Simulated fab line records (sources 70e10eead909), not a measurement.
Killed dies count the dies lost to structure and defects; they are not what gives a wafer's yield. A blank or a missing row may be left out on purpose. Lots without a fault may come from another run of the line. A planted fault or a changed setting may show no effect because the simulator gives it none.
Which tool was responsible?    flow nand harc    24 lots, 72 wafers sampled, at 6 steps of a route of 1302

## WHAT THE GAUGES SHOWED, per wafer
NHARC_A_CONTACT_CD_MEAS_69 targets a cd of 300 nm.
lot   measured      on         cd nm (nm)
L075  day 22 09:05  cd sem-03  300.8 301.1 301.0
L074  day 22 12:05  cd sem-01  300.1 299.9 299.4
L076  day 22 17:16  cd sem-01  300.0 300.6 299.9
L077  day 22 23:28  cd sem-02  300.3 300.8 299.7
L079  day 23 13:13  cd sem-03  300.1 300.0 300.3
L078  day 23 13:59  cd sem-03  299.4 299.7 299.7
L080  day 24 14:41  cd sem-01  300.0 299.9 299.6
L082  day 26 01:32  cd sem-01  300.2 300.3 299.8
L081  day 26 02:38  cd sem-01  300.6 300.3 300.2
L083  day 26 05:07  cd sem-03  299.2 299.9 300.1
L084  day 26 06:43  cd sem-02  300.1 300.1 299.7
L085  day 27 05:02  cd sem-01  299.9 299.7 299.6
L086  day 27 05:17  cd sem-02  300.1 300.1 300.3
L088  day 27 22:10  cd sem-01  299.5 299.6 300.1
L089  day 28 00:08  cd sem-01  299.6 299.9 299.5
L087  day 28 04:24  cd sem-03  299.7 299.9 299.7
L090  day 29 11:29  cd sem-03  299.9 300.6 300.0
L091  day 29 16:22  cd sem-03  299.8 299.9 299.7
L092  day 29 20:27  cd sem-03  299.5 299.4 299.7
L093  day 31 01:52  cd sem-02  300.3 299.9 300.0
L094  day 31 02:41  cd sem-03  299.2 299.7 299.3
L095  day 31 03:38  cd sem-03  300.5 300.8 300.5
L096  day 31 17:19  cd sem-03  300.4 300.8 300.0
L097  day 31 18:04  cd sem-02  300.1 299.9 300.1

NHARC_A_CONTACT_CD_MEAS_80.
lot   measured      on         cd nm (nm)
L075  day 22 13:31  cd sem-03  290.1 290.5 289.9
L074  day 22 16:26  cd sem-02  290.9 290.4 290.7
L076  day 22 21:36  cd sem-03  289.6 288.7 288.8
L077  day 23 03:47  cd sem-02  289.9 290.2 289.7
L079  day 23 17:35  cd sem-03  288.2 288.0 288.1
L078  day 23 19:02  cd sem-02  290.4 289.6 289.7
L080  day 24 19:02  cd sem-02  288.8 288.7 288.3
L082  day 26 05:57  cd sem-03  288.2 288.0 287.6
L081  day 26 07:29  cd sem-03  288.8 288.9 289.1
L083  day 26 09:28  cd sem-01  290.2 290.4 290.6
L084  day 26 11:26  cd sem-02  289.5 288.6 289.3
L085  day 27 09:29  cd sem-03  290.4 290.3 289.8
L086  day 27 09:39  cd sem-02  289.1 289.9 289.2
L088  day 28 02:49  cd sem-03  290.2 291.5 290.3
L089  day 28 04:29  cd sem-02  289.0 287.8 287.8
L087  day 28 10:20  cd sem-01  290.6 290.3 290.5
L090  day 29 15:50  cd sem-03  289.9 289.7 290.2
L091  day 29 20:41  cd sem-01  290.5 290.5 290.4
L092  day 30 00:57  cd sem-01  291.4 290.5 290.6
L093  day 31 06:13  cd sem-02  289.2 289.6 289.6
L094  day 31 07:02  cd sem-03  290.6 290.2 290.3
L095  day 31 08:01  cd sem-01  290.2 290.0 290.2
L096  day 31 21:40  cd sem-01  289.5 289.9 290.0
L097  day 31 22:26  cd sem-01  289.8 289.9 289.7

## WHAT TOOL EACH LOT RAN ON (gives the tool, then ch and the chambers of the sampled wafers, and finally the start)
lot   NHARC_A_CONTACT_ETCH_116              NHARC_A_CONTACT_ETCH_122              NHARC_A_CONTACT_ETCH_128              NHARC_A_CONTACT_ETCH_91
L075  har cap etch-02 ch 0,1, day 22 00:27  har cap etch-02 ch 0,1, day 22 01:28  har cap etch-01 ch 0,1, day 22 11:38  rie diel-07 ch 0,2,3, day 22 13:18
L074  har cap etch-03 ch 0,1, day 22 01:10  har cap etch-03 ch 0,1, day 22 02:11  har cap etch-03 ch 0,1, day 22 14:37  rie diel-04 ch 1,3, day 22 16:13
L076  har cap etch-02 ch 0, day 22 07:39    har cap etch-02 ch 0, day 22 08:40    har cap etch-03 ch 0,1, day 22 19:45  rie diel-09 ch 1,3, day 22 21:24
L077  har cap etch-02 ch 1, day 22 16:07    har cap etch-02 ch 1, day 22 17:08    har cap etch-01 ch 0,1, day 23 01:54  rie diel-09 ch 0,1,3, day 23 03:35
L079  har cap etch-03 ch 1, day 23 06:01    har cap etch-03 ch 1, day 23 07:03    har cap etch-01 ch 0,1, day 23 15:42  rie diel-09 ch 0,2,3, day 23 17:22
L078  har cap etch-02 ch 0,1, day 23 06:40  har cap etch-02 ch 0,1, day 23 07:41  har cap etch-02 ch 0,1, day 23 16:44  rie diel-09 ch 1,2,3, day 23 18:49
L080  har cap etch-02 ch 0,1, day 24 07:25  har cap etch-02 ch 0,1, day 24 08:26  har cap etch-03 ch 0,1, day 24 17:12  rie diel-09 ch 1,2,3, day 24 18:49
L082  har cap etch-02 ch 0,1, day 25 13:48  har cap etch-02 ch 0,1, day 25 14:50  har cap etch-03 ch 0,1, day 26 04:01  rie diel-07 ch 1,2, day 26 05:42
L081  har cap etch-03 ch 0,1, day 25 13:58  har cap etch-03 ch 0,1, day 25 14:59  har cap etch-01 ch 0,1, day 26 05:35  rie diel-09 ch 0,1,3, day 26 07:18
L083  har cap etch-01 ch 0,1, day 25 18:34  har cap etch-01 ch 0,1, day 25 19:35  har cap etch-02 ch 0,1, day 26 07:35  rie diel-09 ch 0,1,3, day 26 09:17
L084  har cap etch-02 ch 0,1, day 25 21:17  har cap etch-02 ch 0,1, day 25 22:19  har cap etch-03 ch 0,1, day 26 09:34  rie diel-09 ch 0,2, day 26 11:13
L085  har cap etch-02 ch 0,1, day 26 16:44  har cap etch-02 ch 0,1, day 26 17:46  har cap etch-03 ch 0,1, day 27 07:36  rie diel-09 ch 0,2,3, day 27 09:17
L086  har cap etch-03 ch 0,1, day 26 17:41  har cap etch-03 ch 0,1, day 26 18:43  har cap etch-02 ch 0, day 27 07:46    rie diel-07 ch 1,2,3, day 27 09:26
L088  har cap etch-01 ch 0,1, day 27 14:17  har cap etch-01 ch 0,1, day 27 15:19  har cap etch-03 ch 0,1, day 28 00:55  rie diel-09 ch 1,2,3, day 28 02:35
L089  har cap etch-03 ch 0,1, day 27 16:26  har cap etch-03 ch 0,1, day 27 17:44  har cap etch-01 ch 0,1, day 28 02:35  rie diel-09 ch 0,1,2, day 28 04:16
L087  har cap etch-02 ch 0,1, day 27 20:19  har cap etch-02 ch 0,1, day 27 21:41  har cap etch-02 ch 0,1, day 28 08:02  rie diel-04 ch 1,2, day 28 10:07
L090  har cap etch-02 ch 0,1, day 28 22:27  har cap etch-02 ch 0,1, day 29 00:16  har cap etch-02 ch 0,1, day 29 13:59  rie diel-09 ch 0,2,3, day 29 15:37
L091  har cap etch-01 ch 0, day 29 07:20    har cap etch-01 ch 0, day 29 08:21    har cap etch-01 ch 1, day 29 18:50    rie diel-04 ch 0,2,3, day 29 20:28
L092  har cap etch-03 ch 0, day 29 07:41    har cap etch-03 ch 0, day 29 08:41    har cap etch-02 ch 0,1, day 29 23:05  rie diel-04 ch 0,2,3, day 30 00:44
L093  har cap etch-02 ch 0,1, day 30 17:51  har cap etch-02 ch 0,1, day 30 18:53  har cap etch-02 ch 0,1, day 31 04:20  rie diel-09 ch 0,3, day 31 06:01
L094  har cap etch-01 ch 0,1, day 30 17:58  har cap etch-01 ch 0,1, day 30 18:59  har cap etch-01 ch 0,1, day 31 05:10  rie diel-09 ch 0,2,3, day 31 06:49
L095  har cap etch-03 ch 1, day 30 19:28    har cap etch-03 ch 1, day 30 20:29    har cap etch-03 ch 0, day 31 06:07    rie diel-07 ch 0,1,2, day 31 07:48
L096  har cap etch-02 ch 0,1, day 31 09:55  har cap etch-02 ch 0,1, day 31 10:57  har cap etch-01 ch 0,1, day 31 19:49  rie diel-09 ch 0,1,2, day 31 21:29
L097  har cap etch-01 ch 0,1, day 31 10:48  har cap etch-01 ch 0,1, day 31 11:50  har cap etch-02 ch 0,1, day 31 20:34  rie diel-09 ch 0,1,3, day 31 22:13
- NHARC_A_CONTACT_ETCH_116: etches the open film in C4F8/O2/Ar, time 190 s, target depth 1850 nm.
- NHARC_A_CONTACT_ETCH_122: etches the open film in C4F8/O2/Ar, time 190 s, target depth 1850 nm.
- NHARC_A_CONTACT_ETCH_128: etches the open film in C4F8/O2/Ar, time 197 s, target depth 1918 nm.
- NHARC_A_CONTACT_ETCH_91: etches the open film in CH3F/O2, target depth 40 nm, time 85.7 s.

## WHAT THE TOOLS THEMSELVES READ (means of the sampled wafers that have a number; where no wafer has one, the mark that the record gives instead)
NHARC_A_CONTACT_ETCH_91.
lot   tool         drypump motor current A (A)  oes product au (a.u.)  rf vpp V (V)  showerhead plenum p Torr (Torr)  throttle valve pct (%)
L075  rie diel-07  5.9                          0.995                  244.5         2.44                             20.671
L074  rie diel-04  6.2                          0.948                  243.3         2.43                             20.666
L076  rie diel-09  6.1                          0.933                  245.8         2.53                             20.666
L077  rie diel-09  6.0                          0.925                  244.4         2.44                             20.665
L079  rie diel-09  5.8                          0.935                  242.8         2.42                             20.666
L078  rie diel-09  6.0                          0.933                  243.9         2.43                             20.667
L080  rie diel-09  6.1                          0.955                  244.2         2.43                             20.660
L082  rie diel-07  6.4                          0.935                  244.6         2.50                             20.673
L081  rie diel-09  6.0                          0.979                  244.9         2.44                             20.660
L083  rie diel-09  6.0                          0.929                  243.9         2.44                             20.665
L084  rie diel-09  5.7                          0.924                  242.4         2.33                             20.652
L085  rie diel-09  5.8                          0.927                  243.4         2.41                             20.665
L086  rie diel-07  5.9                          0.932                  244.0         2.47                             20.667
L088  rie diel-09  6.1                          0.924                  243.9         2.43                             20.655
L089  rie diel-09  6.0                          0.919                  242.0         2.35                             20.664
L087  rie diel-04  6.6                          0.930                  244.1         2.45                             20.669
L090  rie diel-09  5.8                          0.949                  242.6         2.41                             20.665
L091  rie diel-04  6.1                          0.921                  243.2         2.45                             20.670
L092  rie diel-04  6.1                          0.926                  245.2         2.45                             20.657
L093  rie diel-09  5.8                          0.918                  244.6         2.50                             20.666
L094  rie diel-09  5.8                          1.000                  243.3         2.41                             20.662
L095  rie diel-07  6.2                          0.955                  245.4         2.49                             20.655
L096  rie diel-09  6.0                          0.930                  242.0         2.34                             20.654
L097  rie diel-09  5.9                          1.004                  244.1         2.43                             20.656

## THE ANSWER, worked out from the rows above alone
Rule: the usual values come from the lots themselves. Put in order of their means at a reading, lots are off if they are a third of the lots or fewer, leave a main group of 4 or more, and stand apart from it by a gap of 3 or more times the standard deviation of the main group's means; of several such gaps the widest counts. Not used: any main group whose means are identical at the precision the tables above print for the reading. Also off: a lot with no number at a reading for which 4 or more lots have one. Where the step has rows for the other lots, those lots are counted as sound. After the gauges, taken in route order, come the tools' own readings; for these a lot's mean is taken, as printed above. At the first step where some lot is off, the reading lying furthest off is the one used; lots without a number count as furthest.
No lot is off at any reading shown: from this, nothing can be told.

## WHAT WAS PUT IN BY THE SIMULATOR
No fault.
